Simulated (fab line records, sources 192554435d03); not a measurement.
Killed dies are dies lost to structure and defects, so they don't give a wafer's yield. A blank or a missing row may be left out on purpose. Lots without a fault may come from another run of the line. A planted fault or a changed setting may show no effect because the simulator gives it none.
fab line records | flow n5_finfet | part 2 of 2: steps 15 to 25 of 25
record lots=5 wafers=15 last_day=17
route steps=1938 shown FIN_CUT@164 STI_FIN_REVEAL@183
lots that met no fault: from a run of the same line without faults
start_h: hours from the record's first day to the start of the lot's first wafer shown | wait_h: hours since the lot's step before | " the same as in the row above | L1.1+2: a row that stands for several wafers | - no value, or no start given | * or withheld: withheld | < > ~ a bound
route shown NAME@n: a module of which the file shows steps, and the number in the route of the first | usual: mean/standard deviation of fault-free wafers | same: alike in all rows | chamber/n: place in a boat | sites: the reading at each site | _std_site: their standard deviation | _edge_site: outer sites' mean less inner sites' | radius_mm: how far each site lies from the wafer's centre | mask NAME#n: copy n | behind: the tool/chamber that last shaped the wafer | hold: why the lot was held/for how many hours/how that ended | device: the transistor (n, p or np) that didn't switch | end of line: the same wafers' tests at the end of the route | a step without rows: its recipe alone | killed: dies lost to structure and defects at the first sort, not the wafer's yield | map: a wafer's dies, x killed, . not, _ none there
set.NAME: the setting as run; set.NAME@STEP: as run at that earlier step | model.NAME: the simulator's own value behind a step, which no gauge read
lots at some steps of the route; a table a step, a row a wafer
services: from which hour (start_h, from the record's first day; less than 0 if before it) a tool's chamber was out of use, for how many hours, and why
## steps
# step N5_FIN_CUT_STRIP_22
# recipe chemistry=N2/H2 power_w=500 temp_c=40 pressure_mtorr=50 rf_frequency_hz=6e+07 overash_fraction=0.3 bias_power_w=8 h2_frac=0.5 n2_flow_sccm=300 h2_flow_sccm=300
# usual drypump_motor_current_A=6.1/0.46 oes_product_au=0.76/0.046 rf_vpp_V=53.9/2.2 showerhead_plenum_p_Torr=3.30/0.12 throttle_valve_pct=19.01/0.28
# columns lot.wafer tool chamber start_h wait_h drypump_motor_current_A oes_product_au rf_hours_counter_h rf_vpp_V showerhead_plenum_p_Torr throttle_valve_pct
L075.1 rie_diel-02 3 35.98 0.0 6.2 0.74 126 57.0 3.24 19.53
L075.3 " 1 " " 5.6 0.81 107 54.6 3.51 18.70
L075.5 " 0 " " 6.8 0.72 - 51.7 3.17 18.87
L078.2 rie_diel-01 2 53.51 0.0 5.4 0.83 64 55.7 3.41 19.03
L078.4 " 3 " " 6.3 0.74 184 51.4 3.35 19.22
L078.6 " 3 " " 6.3 0.72 - 56.1 3.35 19.18
L086.4 rie_diel-06 1 104.18 0.2 6.0 0.81 - 52.7 3.13 18.61
L086.5 " 3 " " 6.7 0.73 - 51.2 3.22 19.30
L086.6 " 0 " " 6.0 0.71 - 53.1 3.31 18.54
L087.1 rie_diel-06 3 107.05 0.0 6.7 0.74 198 56.6 3.22 19.24
L087.3 " 0 " " 6.0 0.69 224 54.7 3.32 18.57
L087.5 " 0 " " 6.0 0.72 - 52.5 3.31 18.56
L088.2 rie_diel-06 1 114.17 0.1 6.0 0.80 92 54.6 3.13 18.60
L088.5 " 1 " " 6.0 0.82 - 55.0 3.13 18.56
L088.6 " 0 " " 6.0 0.70 - 56.6 3.31 18.58
# step N5_FIN_CUT_PRECLEAN_36
# recipe chemistry=O3/DIW time_s=60 temp_c=22 o3_ppm=10
# usual bath_heat_duty_pct=2.4/0.47
# columns lot.wafer tool chamber start_h wait_h bath_heat_duty_pct
L075.1 wet_bench-01 6 36.05 - 2.4
L075.3 " 2 " " 3.6
L075.5 " 0 " " 2.2
L078.2 wet_bench-03 7 53.58 - 1.5
L078.4 " 6 " " 2.7
L078.6 " 5 " " 2.2
L086.4 wet_bench-01 6 104.23 - 2.0
L086.5 " 0 " " 2.5
L086.6 " 7 " " 2.0
L087.1 wet_bench-03 0 107.11 - 2.7
L087.3 " 3 " " 2.6
L087.5 " 7 " " 2.4
L088.2 wet_bench-03 4 114.24 - 2.2
L088.5 " 7 " " 2.0
L088.6 " 0 " " 2.3
# step N5_FIN_CUT_SRD_32
# recipe dry=ipa_marangoni time_s=30 temp_c=23 rinse_liquid=diw
# usual bath_heat_duty_pct=3.7/0.63
# columns lot.wafer tool chamber start_h wait_h bath_heat_duty_pct
L075.1 wet_bench-01 6 36.07 0.0 2.7
L075.3 " 2 " " 5.1
L075.5 " 0 " " 3.7
L078.2 wet_bench-03 7 53.60 0.0 4.0
L078.4 " 6 " " 2.9
L078.6 " 5 " " 3.9
L086.4 wet_bench-01 6 104.24 0.0 4.1
L086.5 " 0 " " 3.8
L086.6 " 7 " " 3.5
L087.1 wet_bench-03 0 107.13 0.0 3.9
L087.3 " 3 " " 3.4
L087.5 " 7 " " 3.4
L088.2 wet_bench-03 4 114.26 0.0 3.3
L088.5 " 7 " " 3.9
L088.6 " 0 " " 3.6
# step N5_FIN_CUT_UV_OZONE_34
# recipe time_s=120 pressure_torr=760 temp_c=25
# columns lot.wafer tool chamber start_h wait_h
L075.1+3+5 wet_bench-01 6,2,0 36.08 0.0
L078.2+4+6 wet_bench-03 7,6,5 53.62 0.0
L086.4+5+6 wet_bench-01 6,0,7 104.26 0.0
L087.1+3+5 wet_bench-03 0,3,7 107.15 0.0
L088.2+5+6 wet_bench-03 4,7,0 114.28 0.0
# step N5_FIN_CUT_INSPECT_17
# recipe inspect_instrument=brightfield mode=aei
# usual raw_defect_count=218/65
# columns lot.wafer tool chamber start_h wait_h raw_defect_count
L075.1 defect_inspect-01 - 36.14 0.0 211
L075.3 " - " " 175
L075.5 " - " " 180
L078.2 defect_inspect-02 - 53.68 0.0 271
L078.4 " - " " 228
L078.6 " - " " 332
L086.4 defect_inspect-02 - 104.32 0.0 172
L086.5 " - " " 144
L086.6 " - " " 215
L087.1 defect_inspect-02 - 107.21 0.0 312
L087.3 " - " " 237
L087.5 " - " " 304
L088.2 defect_inspect-02 - 114.34 0.0 235
L088.5 " - " " 209
L088.6 " - " " 202
# step N5_STI_FIN_REVEAL_ALD_00
# recipe material=SiO2 target_thk_a=10 temp_c=300 ald_precursor_family=BDEAS ald_co_reactant=O2-plasma pulse_time_s=1 pressure_torr=2
# usual heater_power_w=487/40 precursor_pulse_height_rel=1.000/0.018
# same pulse_time_s=1
# columns lot.wafer tool chamber start_h wait_h heater_power_w precursor_pulse_height_rel
L075.1 ald_sin-02 1 36.18 0.0 542 0.978
L075.3 " 0 " " 430 0.998
L075.5 " 2 " " 559 0.966
L078.2 ald_sin-03 1 53.71 0.0 446 1.008
L078.4 " 2 " " 439 0.993
L078.6 " 0 " " 432 0.997
L086.4 ald_sin-01 0 105.11 0.8 453 0.987
L086.5 " 3 " " 476 0.986
L086.6 " 0 " " 458 1.020
L087.1 ald_sin-01 3 107.24 0.0 491 1.004
L087.3 " 2 " " 484 0.977
L087.5 " 1 " " 475 0.988
L088.2 ald_sin-02 2 114.38 0.0 562 0.979
L088.5 " 1 " " 552 1.013
L088.6 " 0 " " 426 0.996
# step N5_STI_FIN_REVEAL_ALD_14
# recipe material=Si3N4 target_thk_a=30 temp_c=400 ald_precursor_family=SiH2I2 ald_co_reactant=N2/H2-plasma pressure_torr=2
# usual heater_power_w=867/73
# columns lot.wafer tool chamber start_h wait_h heater_power_w
L075.1 ald_sin-02 1 36.23 0.0 977
L075.3 " 0 " " 768
L075.5 " 2 " " 999
L078.2 ald_sin-03 1 53.76 0.0 803
L078.4 " 2 " " 782
L078.6 " 0 " " 774
L086.4 ald_sin-01 0 105.16 0.0 799
L086.5 " 3 " " 845
L086.6 " 0 " " 819
L087.1 ald_sin-01 3 107.29 0.0 864
L087.3 " 2 " " 883
L087.5 " 1 " " 844
L088.2 ald_sin-02 2 114.43 0.0 1000
L088.5 " 1 " " 989
L088.6 " 0 " " 757
# step N5_STI_FIN_REVEAL_FCVD_FILL_01
# recipe material=SiO2_flowable target_thk_a=3120 temp_c=100 pressure_torr=0.8 rf_w=2000 time_s=512.2
# columns lot.wafer tool chamber start_h wait_h
L075.1+3+5 fcvd-02 1 36.47 0.1
L078.2+4+6 fcvd-01 0,1,0 54.00 0.1
L086.4+5+6 fcvd-01 1,0,1 105.60 0.3
L087.1+3+5 fcvd-02 0,0,1 107.53 0.1
L088.2+5+6 fcvd-01 1,0,1 114.66 0.1
# step N5_STI_FIN_REVEAL_DENSIFY_02
# recipe temp_c=650 ambient=steam time_s=1800 idle_temp_c=400 densification_p_h2o_torr=640
# usual zone_power_bottom_pct=14.6/0.79
# columns lot.wafer tool chamber start_h wait_h zone_power_bottom_pct
L075.1 furnace-03 0 37.70 1.0 15.1
L075.3 " 0 " " 15.4
L075.5 " 0 " " 15.0
L078.2 furnace-01 0 55.84 1.6 15.0
L078.4 " 0 " " 14.9
L078.6 " 0 " " 14.9
L086.4 furnace-02 0 106.03 0.2 13.5
L086.5 " 0 " " 13.3
L086.6 " 0 " " 13.1
L087.1 furnace-01 0 108.16 0.4 14.5
L087.3 " 0 " " 14.5
L087.5 " 0 " " 15.0
L088.2 furnace-01 0 115.30 0.4 14.8
L088.5 " 0 " " 14.9
L088.6 " 0 " " 14.6
# step N5_STI_FIN_REVEAL_CMP_04
# recipe stop_on=Si3N4 t_overpolish_s=4 down_force_psi=2 platen_rpm=54.18 post_cmp_clean=alkaline_brush pad_velocity_m_s=1.078 target_thk_nm=131.83
# usual motor_current_A=8.1/0.58 overpolish_run_s=4.000/0.0089 time_to_endpoint_s=104/5.2
# columns lot.wafer tool chamber start_h wait_h motor_current_A overpolish_run_s time_to_endpoint_s
L075.1 cmp-04 2 41.90 0.1 8.7 4.000 102
L075.3 " 0 " " 8.3 3.986 103
L075.5 " 2 " " 9.0 4.007 106
L078.4 cmp-02 0 60.08 0.1 8.7 3.985 118
L078.2 " 1 " " 7.4 3.991 120
L078.6 " 3 " " 7.4 3.997 119
L086.4 cmp-02 2 110.25 0.1 9.2 4.010 94
L086.6 " 1 " " 7.5 3.999 97
L086.5 " 2 " " 8.7 4.004 95
L087.1 cmp-03 3 112.41 0.1 7.7 4.002 98
L087.3 " 0 " " 8.3 4.000 100
L087.5 " 1 " " 7.8 4.008 100
L088.2 cmp-03 3 119.58 0.1 7.7 3.989 102
L088.6 " 0 " " 8.3 3.997 103
L088.5 " 1 " " 7.8 3.997 103
# step N5_STI_FIN_REVEAL_THK_MEAS_05
# usual thk_nm=132.1/0.96
# columns lot.wafer tool chamber start_h wait_h thk_nm
L075.1 film_metro-01 - 42.16 - 133.0
L075.3 " - " " 132.2
L075.5 " - " " 131.7
L078.2 film_metro-01 - 60.30 - 133.4
L078.4 " - " " 131.5
L078.6 " - " " 132.4
L086.4 film_metro-02 - 110.51 - 131.8
L086.5 " - " " 131.4
L086.6 " - " " 134.2
L087.1 film_metro-01 - 112.62 - 132.0
L087.3 " - " " 132.1
L087.5 " - " " 132.5
L088.2 film_metro-01 - 119.76 - 132.0
L088.5 " - " " 132.7
L088.6 " - " " 132.0
## services
# columns tool chamber start_h hours kind
wet_bench-01 - 13.46 9.2 repair
ald_sin-02 3 14.00 3.4 repair
ald_sin-02 - 15.02 6.0 pm
cmp-03 - 17.48 7.3 pm
cmp-02 - 22.14 0.6 repair
cmp-04 - 23.54 4.1 pm
rie_diel-01 2 25.38 2.1 repair
fcvd-01 0 31.71 15.6 repair
cmp-03 - 32.15 0.9 repair
cmp-02 - 32.19 1.1 repair
vapor_etch-02 0 33.46 4.2 repair
ald_sin-02 - 42.16 14.6 pm
ald_sin-01 0 67.31 16.3 repair
ald_sin-02 3 69.04 8.8 repair
ald_sin-02 0 79.75 13.8 repair
rie_si-04 0 81.41 5.1 repair
cmp-02 - 84.52 4.0 pm
cmp-02 - 88.52 5.3 pm
rie_diel-02 3 91.57 11.8 repair
cmp-02 - 95.40 2.1 repair
cmp-02 - 100.34 1.8 repair
rie_diel-06 2 100.74 18.2 repair
wet_bench-01 - 107.85 8.7 repair
cmp-02 - 114.09 12.3 repair
